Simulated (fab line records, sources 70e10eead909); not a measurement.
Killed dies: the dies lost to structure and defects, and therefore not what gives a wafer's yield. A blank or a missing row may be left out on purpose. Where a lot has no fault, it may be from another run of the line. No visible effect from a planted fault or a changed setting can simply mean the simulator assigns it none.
Matching of chambers    flow nand-harc    ald-hk-03 running NHARC_A_CHANNEL_FILL_D1_ALD_25: 4 sister chambers
The step deposits SiOx, target thk 60 nm, pulse time 10 s, ald cycles 600. 30 wafers are shown with their chamber, then 12 later ones without.

## WAFERS WITH THEIR CHAMBER
wafer   chamber  heater-power-w (W)  precursor-pulse-height-rel
L075.4  2        653                 0.978
L075.1  3        497                 0.989
L075.2  0        501                 1.006
L075.3  1        390                 0.995
L075.5  2        649                 1.028
L075.6  3        484                 0.995
L077.2  3        499                 0.999
L077.3  2        662                 1.005
L077.5  3        495                 1.006
L077.1  1        403                 0.996
L077.4  0        509                 0.990
L077.6  0        499                 1.037
L079.3  0        513                 0.993
L079.1  2        678                 0.979
L079.5  3        498                 0.971
L080.2  2        659                 1.011
L080.3  1        409                 1.007
L080.6  2        662                 1.002
L083.1  1        412                 1.012
L083.2  3        495                 0.994
L083.4  0        513                 1.007
L087.1  2        660                 1.022
L087.5  2        652                 1.021
L087.6  1        408                 1.002
L089.1  3        479                 0.994
L089.3  2        674                 1.003
L089.5  3        487                 0.978
L091.2  3        491                 0.988
L091.1  0        497                 0.979
L091.3  1        409                 0.968

SIGNATURES (averages over the wafers above)
reading                     chamber 0  chamber 1  chamber 2  chamber 3  scatter within a chamber
heater-power-w              505.33     405.17     661.00     491.67     8.13
precursor-pulse-height-rel  1.00200    0.99667    1.00544    0.99044    0.016
Rule: a wafer lies at a distance from a chamber equal to the root of the sum of squares, over the readings, of (its reading less the chamber's mean, divided by the reading's scatter). The wafer belongs to the nearest chamber; if the next one is less than 2 further off, it can't be placed. The scatter: the root of (the sum of the squares of (reading less its chamber's mean) over the shown wafers, divided by (wafers less chambers)).

## WAFERS WITHOUT THEIR CHAMBER
wafer   heater-power-w (W)  precursor-pulse-height-rel
L091.4  676                 1.031
L091.5  503                 1.004
L091.6  504                 0.979
L092.2  500                 0.993
L092.3  394                 0.988
L092.4  644                 1.013
L094.2  640                 0.986
L094.4  387                 1.005
L094.5  529                 0.979
L096.1  390                 0.995
L096.2  531                 0.983
L096.3  622                 0.972

## WHICH CHAMBER EACH ONE RAN IN
wafer   from the rows above      in truth
L091.4  2                        2
L091.5  can't be placed: 0 or 3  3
L091.6  can't be placed: 0 or 3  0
L092.2  can't be placed: 0 or 3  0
L092.3  1                        1
L092.4  2                        2
L094.2  2                        2
L094.4  1                        1
L094.5  can't be placed: 0 or 3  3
L096.1  1                        1
L096.2  can't be placed: 0 or 3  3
L096.3  2                        2
Correctly placed: 7 of 12. Not placeable from these rows: 5 (in 5, the candidates include the true chamber). 0 placed wrongly.
